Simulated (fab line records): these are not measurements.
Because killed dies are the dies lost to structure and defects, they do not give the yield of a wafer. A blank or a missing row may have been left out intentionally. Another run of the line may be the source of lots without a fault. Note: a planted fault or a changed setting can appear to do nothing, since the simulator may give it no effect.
fab line records	flow nand-harc	part 2 of 2: steps 5 to 6 of 6
record: lots: 24	wafers: 72	last-day: 24
route steps=1159 shown A_CHANNEL_FILL_D1@499 A_STAIRCASE@557
lots with no fault: from the same line, run without faults
start-h: the number of hours between the record's first day and the start of the first shown wafer of the lot	wait-h: hours since the lot's step before	" as in the row above	L1.1+2: a single row standing in for several wafers	- no value, or no start was given	* or withheld: withheld	< > ~ a bound
route shown NAME@n: names a module that has steps shown in the file, with the first one's number in the route	usual: mean/standard deviation taken from wafers without a fault	same: alike in all rows	chamber/n: place in a boat	sites: per-site readings	_std_site: the standard deviation of these	_edge_site: mean of outer sites minus mean of inner sites	radius-mm: how far each site lies from the wafer's centre	mask NAME#n: copy n	behind: tool/chamber where the wafer was last shaped	hold: what put the lot on hold/how long, in hours/how the hold closed	device: whichever transistor did not switch (one of n, p or np)	end of line: at the end of the route, the tests of the same wafers	a step with no rows: only its recipe	killed: at the first sort, the dies lost to defects and structure; wafer yield is something else	map: a wafer's dies, marking killed ones x, the rest . and places with no die _
set.NAME: the setting the step ran with; set.NAME@STEP: the setting that earlier step ran with	model.NAME: the simulator's own value behind a step, which no gauge read
a sample of lots followed through the steps of the route, with each step as a table and each wafer as a row
services: the hour from which a tool's chamber was out of use, counted from the record's first day as start-h (under 0 if before that day), plus the number of hours and why
== steps ==
step: NHARC_A_STAIRCASE_ETCH_197
recipe: target-depth-a: 1000	time-s: 40.5	ion-energy-ev: 400	c4f8-flow-sccm: 20	o2-flow-sccm: 10	ar-flow-sccm: withheld	rf-w: 600	bias-w: 1000	chemistry: C4F8/O2
usual: oes-product-au: 0.954/0.015	rf-vpp-V: 898/5.3
lot.wafer	tool	chamber	start-h	wait-h	oes-product-au	rf-hours-counter-h	rf-vpp-V
L074.4	rie-diel-08	1	-	-	0.977	27	900
L074.1	"	3	"	"	0.977	35	899
L074.6	"	0	"	"	0.975	-	900
L077.3	rie-diel-08	2	-	-	0.979	50	888
L077.1	"	3	"	"	0.979	40	899
L077.6	"	3	"	"	0.978	-	899
L075.4	rie-diel-08	3	-	-	0.954	40	900
L075.5	"	3	"	"	0.950	-	899
L075.6	"	0	"	"	0.944	-	901
L076.1	rie-diel-08	2	-	-	0.964	55	889
L076.3	"	1	"	"	0.956	36	899
L076.6	"	3	"	"	0.944	-	899
L080.1	rie-diel-07	0	-	-	0.957	12	906
L080.5	"	1	"	"	0.951	-	898
L080.6	"	2	"	"	0.940	-	899
L079.2	rie-diel-07	3	-	-	0.960	12	889
L079.4	"	0	"	"	0.968	12	906
L079.6	"	1	"	"	0.935	-	899
L078.4	rie-diel-07	2	-	-	0.959	14	896
L078.2	"	3	"	"	0.946	14	888
L078.6	"	3	"	"	0.954	-	888
L081.4	rie-diel-08	3	-	-	0.979	52	900
L081.1	"	2	"	"	0.962	61	888
L081.6	"	3	"	"	0.964	-	899
L083.4	rie-diel-08	0	-	-	0.933	62	902
L083.3	"	2	"	"	0.943	64	889
L083.5	"	0	"	"	0.936	-	901
L082.2	rie-diel-02	1	-	-	0.971	48	900
L082.4	"	2	"	"	0.980	38	898
L082.6	"	1	"	"	0.973	-	899
L084.4	rie-diel-08	1	-	-	0.959	49	899
L084.2	"	2	"	"	0.954	71	889
L084.5	"	1	"	"	0.950	-	899
L085.1	rie-diel-02	0	-	-	0.932	57	904
L085.5	"	0	"	"	0.941	-	904
L085.6	"	1	"	"	0.937	-	900
L086.2	rie-diel-02	3	-	-	0.941	58	887
L086.4	"	0	"	"	0.944	60	904
L086.1	"	2	"	"	0.930	48	896
L087.2	rie-diel-07	1	-	-	0.923	30	898
L087.3	"	0	"	"	0.942	28	905
L087.6	"	2	"	"	0.937	-	896
L088.1	rie-diel-07	1	-	-	0.980	33	897
L088.4	"	3	"	"	0.964	29	889
L088.5	"	2	"	"	0.967	-	896
L090.1	rie-diel-07	1	-	-	0.943	38	898
L090.4	"	2	"	"	0.963	39	896
L090.6	"	2	"	"	0.954	-	896
L089.4	rie-diel-07	1	-	-	0.939	38	898
L089.2	"	3	"	"	0.936	36	887
L089.5	"	0	"	"	0.930	-	904
L091.1	rie-diel-02	1	-	-	0.958	1	899
L091.3	"	0	"	"	0.962	0	905
L091.6	"	2	"	"	0.951	-	896
L092.1	rie-diel-02	2	-	-	0.959	1	899
L092.6	"	0	"	"	0.962	-	904
L092.4	"	1	"	"	0.960	-	900
L093.2	rie-diel-02	2	-	-	0.936	4	896
L093.3	"	3	"	"	0.945	3	906
L093.6	"	1	"	"	0.950	-	900
L094.3	rie-diel-08	0	-	-	0.923	18	900
L094.6	"	0	"	"	0.932	-	901
L094.5	"	1	"	"	0.923	-	898
L095.3	rie-diel-08	1	-	-	0.979	22	899
L095.2	"	3	"	"	0.972	22	898
L095.5	"	0	"	"	0.983	-	900
L097.1	rie-diel-02	3	-	-	0.965	7	907
L097.4	"	0	"	"	0.967	8	906
L097.6	"	1	"	"	0.964	-	900
L096.1	rie-diel-07	2	-	-	0.970	53	896
L096.2	"	0	"	"	0.959	49	905
L096.4	"	3	"	"	0.976	-	889
step: NHARC_A_STAIRCASE_TRIM_220
recipe: time-s: 211.2	o2-flow-sccm: 500	ar-flow-sccm: 0	bias-w: 0	chemistry: O2
usual: drypump-motor-current-A: 5.5/0.6	oes-product-au: 1.000/0.0066	rf-vpp-V: 57.9/0.97	showerhead-plenum-p-Torr: 3.56/0.16	throttle-valve-pct: 17.036/0.0092
lot.wafer	tool	chamber	start-h	wait-h	drypump-motor-current-A	oes-product-au	rf-hours-counter-h	rf-vpp-V	showerhead-plenum-p-Torr	throttle-valve-pct
L074.4	rie-diel-07	0	242.63	0.1	4.8	1.004	1	57.3	3.81	17.054
L074.1	"	1	"	"	4.8	1.003	1	58.3	3.59	17.034
L074.6	"	3	"	"	5.8	0.996	-	56.5	3.33	17.030
L077.1	rie-diel-07	2	258.99	0.1	5.1	1.010	7	56.8	3.56	17.038
L077.3	"	3	"	"	5.8	1.007	7	56.3	3.33	17.028
L077.6	"	2	"	"	5.1	1.001	-	59.7	3.56	17.042
L075.4	rie-diel-07	0	259.60	0.2	4.7	1.000	7	60.0	3.80	17.020
L075.5	"	2	"	"	5.1	1.010	-	57.5	3.56	17.030
L075.6	"	3	"	"	5.8	1.003	-	58.3	3.33	17.054
L076.1	rie-diel-02	0	266.63	0.1	5.7	0.995	39	59.2	3.79	17.034
L076.3	"	1	"	"	5.3	1.006	39	57.4	3.63	17.033
L076.6	"	1	"	"	5.3	1.000	-	59.1	3.63	17.036
L080.1	rie-diel-07	1	271.13	0.1	4.8	0.993	13	58.6	3.58	17.045
L080.6	"	1	"	"	4.8	1.008	-	58.8	3.58	17.045
L080.5	"	2	"	"	5.1	1.008	-	58.6	3.56	17.042
L079.2	rie-diel-08	0	272.98	0.1	6.0	0.989	56	59.8	3.65	17.033
L079.4	"	3	"	"	6.3	1.007	50	58.6	3.63	17.025
L079.6	"	0	"	"	6.0	1.000	-	58.0	3.65	17.048
L078.2	rie-diel-08	1	276.36	0.1	6.4	1.005	40	58.8	3.62	17.026
L078.4	"	2	"	"	6.3	0.998	60	57.8	3.32	17.042
L078.6	"	1	"	"	6.4	1.002	-	55.9	3.62	17.032
L081.4	rie-diel-07	0	280.18	0.1	4.7	1.005	16	57.2	3.80	17.044
L081.1	"	1	"	"	4.8	1.011	16	58.0	3.58	17.048
L081.6	"	3	"	"	5.8	1.013	-	57.9	3.32	17.034
L083.3	rie-diel-02	2	290.49	0.1	6.3	0.998	39	57.5	3.57	17.039
L083.4	"	3	"	"	5.4	0.994	48	56.5	3.29	17.052
L083.5	"	0	"	"	5.7	1.004	-	58.6	3.78	17.044
L082.2	rie-diel-02	0	290.68	0.1	5.7	1.005	48	58.9	3.78	17.042
L082.4	"	3	"	"	5.4	1.002	48	58.5	3.29	17.048
L082.6	"	0	"	"	5.7	0.995	-	57.6	3.78	17.027
L084.2	rie-diel-07	0	303.42	0.1	4.7	1.004	23	59.6	3.79	17.026
L084.4	"	1	"	"	4.8	0.993	24	59.5	3.57	17.035
L084.5	"	1	"	"	4.8	0.986	-	58.2	3.58	17.040
L085.1	rie-diel-07	3	307.75	0.1	5.8	1.001	24	57.2	3.32	17.032
L085.5	"	1	"	"	4.8	0.989	-	58.0	3.57	17.036
L085.6	"	2	"	"	5.1	1.001	-	58.1	3.55	17.043
L086.4	rie-diel-02	2	318.93	0.1	6.3	0.997	48	57.9	3.56	17.037
L086.2	"	3	"	"	5.4	0.997	59	56.5	3.28	17.026
L086.1	"	0	"	"	5.7	0.993	61	57.4	3.77	17.021
L087.3	rie-diel-02	2	320.32	0.1	6.3	0.994	49	59.2	3.56	17.031
L087.2	"	0	"	"	5.7	0.998	61	57.4	3.77	17.022
L087.6	"	3	"	"	5.4	0.994	-	56.2	3.28	17.040
L088.1	rie-diel-02	2	324.27	0.1	6.2	1.003	50	58.3	3.56	17.020
L088.4	"	0	"	"	5.7	0.994	63	58.7	3.77	17.055
L088.5	"	2	"	"	6.3	0.987	-	60.1	3.56	17.031
L090.4	rie-diel-08	0	335.85	0.1	6.0	1.000	9	59.3	3.64	17.035
L090.1	"	2	"	"	6.3	0.998	13	56.5	3.31	17.056
L090.6	"	0	"	"	6.0	0.995	-	57.9	3.64	17.033
L089.2	rie-diel-07	0	336.58	0.1	4.8	1.000	37	57.8	3.79	17.031
L089.4	"	2	"	"	5.1	0.992	41	58.7	3.54	17.028
L089.5	"	0	"	"	4.8	0.998	-	58.1	3.79	17.031
L091.1	rie-diel-07	1	344.10	0.1	4.8	0.991	42	57.4	3.57	17.046
L091.3	"	2	"	"	5.1	0.997	43	56.4	3.54	17.038
L091.6	"	3	"	"	5.8	1.005	-	57.9	3.31	17.041
L092.1	rie-diel-08	1	345.64	0.1	6.5	1.006	15	58.0	3.60	17.043
L092.4	"	3	"	"	6.4	1.011	17	57.5	3.61	17.041
L092.6	"	0	"	"	6.0	1.009	-	56.9	3.64	17.033
L093.2	rie-diel-07	3	354.11	0.1	5.8	1.009	42	56.7	3.31	17.029
L093.3	"	2	"	"	5.1	0.999	44	59.6	3.54	17.048
L093.6	"	0	"	"	4.8	1.005	-	59.3	3.78	17.038
L094.3	rie-diel-07	2	362.89	0.1	5.1	0.995	48	57.2	3.54	17.027
L094.6	"	1	"	"	4.8	1.000	-	57.2	3.56	17.017
L094.5	"	2	"	"	5.1	0.997	-	57.4	3.54	17.035
L095.2	rie-diel-08	2	367.52	0.1	6.3	1.004	25	57.2	3.30	17.055
L095.3	"	3	"	"	6.4	1.005	23	58.1	3.61	17.034
L095.5	"	2	"	"	6.3	1.003	-	58.2	3.30	17.038
L097.1	rie-diel-08	2	367.89	0.1	6.3	1.009	25	58.3	3.30	17.044
L097.4	"	3	"	"	6.3	1.006	23	57.9	3.61	17.045
L097.6	"	2	"	"	6.3	1.011	-	57.0	3.30	17.034
L096.2	rie-diel-07	3	374.72	0.1	5.8	0.998	50	58.2	3.31	17.028
L096.4	"	0	"	"	4.8	1.009	50	59.0	3.78	17.041
L096.1	"	2	"	"	5.1	0.997	54	58.8	3.54	17.029
== services ==
tool	chamber	start-h	hours	kind
rie-diel-02	0	184.26	-	clean
rie-si-03	0	190.97	4.8	repair
rie-si-02	2	197.59	38.4	repair
cmp-04	-	203.18	4.0	pm
rie-si-03	2	204.98	12.3	repair
cmp-03	-	208.79	2.6	repair
rie-si-02	-	211.00	9.0	pm
rie-si-02	1	223.09	3.3	repair
rie-diel-07	-	228.33	9.0	pm
rie-si-05	-	239.00	9.0	pm
rie-diel-02	2	253.28	25.0	repair
cmp-03	-	254.00	4.0	pm
rie-si-02	3	261.89	14.2	repair
cmp-01	-	277.65	4.0	pm
rie-si-03	0	281.82	21.0	repair
cmp-04	-	283.19	0.6	repair
cmp-04	-	301.18	4.0	pm
cmp-01	-	306.47	0.4	repair
cmp-04	-	324.66	2.5	repair
rie-si-03	-	332.00	9.0	pm
rie-diel-02	3	338.36	6.1	repair
cmp-03	-	352.00	4.0	pm
rie-si-05	2	353.60	12.0	repair
rie-diel-07	1	371.43	2.3	repair
